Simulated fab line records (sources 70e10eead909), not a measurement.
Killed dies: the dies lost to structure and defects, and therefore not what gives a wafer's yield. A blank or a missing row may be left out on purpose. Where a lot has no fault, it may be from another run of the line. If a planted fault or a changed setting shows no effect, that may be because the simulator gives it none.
Struck lot and sound lot, side by side ; flow nand_harc ; 16 out of 1302 route steps
Sound: wafers L123.1, L123.3, L123.6. Wafers L128.1, L128.2, L128.5 were the ones struck. The cause comes at the end.
At each step with rows: each side's tool, then ch and its chambers, then its first start. Under that, the readings that differ: sound wafers ; struck wafers ; difference of the means ; sigmas: that difference in standard deviations of wafers without a fault.
alike: a reading whose means differ by less than 2 such deviations, as well as words and numbers matching on both sides. not compared: withheld readings; readings where some wafer has no value; bounds like >300 that might hide an equal value; numbers whose values overlap and for which the record gives no deviation.
Wherever a step has rows on one side only, a row that says differs or no value, or a row with sigmas, the two part there. Non-overlapping numbers with no deviation appear without sigmas and do not part them. Lack of a reading on every wafer of one side parts them only where that side has two or more wafers.

first, 1 step without rows for these wafers: NHARC_A_DECK1_JOINT_SRD_15.
NHARC_A_DECK1_JOINT_DEP_16: deposits SiO2, target thk 45 nm.
  sound on pecvd-04 ch 0,1, day 16 07:41; struck on pecvd-04 ch 0,2, day 18 07:55
  alike: heater_power_w, throttle_valve_pct
NHARC_A_DECK1_JOINT_THK_MEAS_17: measures by ellipsometry.
  sound: film_metro-02 at day 16 07:59; struck: film_metro-01 at day 18 08:12
  alike: thk_nm
NHARC_A_DECK1_JOINT_INSPECT_05:
  sound: defect_inspect-02 at day 16 08:01; struck: defect_inspect-02 at day 18 08:14
  alike: raw_defect_count
then, no rows for these wafers at 1 step: NHARC_A_ONON_D2_DEP_00 (target thk 1000 nm).
NHARC_A_ONON_D2_THK_MEAS_02: measures by ellipsometry.
  sound: film_metro-01 at day 16 08:35; struck: film_metro-01 at day 18 09:06
reading;sound;struck;difference;sigmas
thk_nm (nm);1010 1007 1008;991 990 990;-18;-2
then, no rows for these wafers at 1 step: NHARC_A_ONON_D2_DEP_03 (target thk 1000 nm).
NHARC_A_ONON_D2_THK_MEAS_05: measures by ellipsometry.
  sound: film_metro-01 at day 16 09:09; struck: film_metro-01 at day 18 09:40
  alike: thk_nm
then, no rows for these wafers at 1 step: NHARC_A_ONON_D2_DEP_06 (target thk 1000 nm).
NHARC_A_ONON_D2_THK_MEAS_08: measures by ellipsometry.
  sound: film_metro-01 at day 16 09:43; struck: film_metro-01 at day 18 10:22
reading;sound;struck;difference;sigmas
thk_nm (nm);983 980 983;1025 1023 1024;+42;+4
then, no rows for these wafers at 1 step: NHARC_A_ONON_D2_DEP_09 (target thk 1000 nm).
NHARC_A_ONON_D2_THK_MEAS_11: measures by ellipsometry.
  sound: film_metro-01 at day 16 10:17; struck: film_metro-01 at day 18 11:04
  alike: thk_nm
NHARC_A_ONON_D2_DEP_12: target thk 1000 nm.
  sound on pecvd_onon-04 ch 0, day 16 10:20; struck on pecvd_onon-04 ch 0, day 18 11:16
reading;sound;struck;difference;sigmas
n2o_flow_sccm (sccm);2006 2002 2005;1997 1989 1992;-12;-2
  alike: nh3_flow_sccm
NHARC_A_ONON_D2_THK_MEAS_14: measures by ellipsometry.
  sound: film_metro-02 at day 16 10:51; struck: film_metro-02 at day 18 11:47
reading;sound;struck;difference;sigmas
thk_nm (nm);1010 1012 1009;680 681 679;-330;-46
then, 1 step without rows for these wafers: NHARC_A_ONON_D2_ANNEAL_15 (time 3600 s).
-- break in the record here, with 12 days between the starts of the struck wafers on either side (left off in module A_ONON_D2, picked up again in module END, where the first step shown is number 1302 on the route) --
NHARC_END_SORT_01:
  the record has rows for the struck wafers here (prober-01 ch 0, day 30 13:10) and none for the sound ones

WHERE THEY PART
First at NHARC_A_ONON_D2_THK_MEAS_02; last, within this record, at NHARC_END_SORT_01.

WHY: whatever the simulator had introduced
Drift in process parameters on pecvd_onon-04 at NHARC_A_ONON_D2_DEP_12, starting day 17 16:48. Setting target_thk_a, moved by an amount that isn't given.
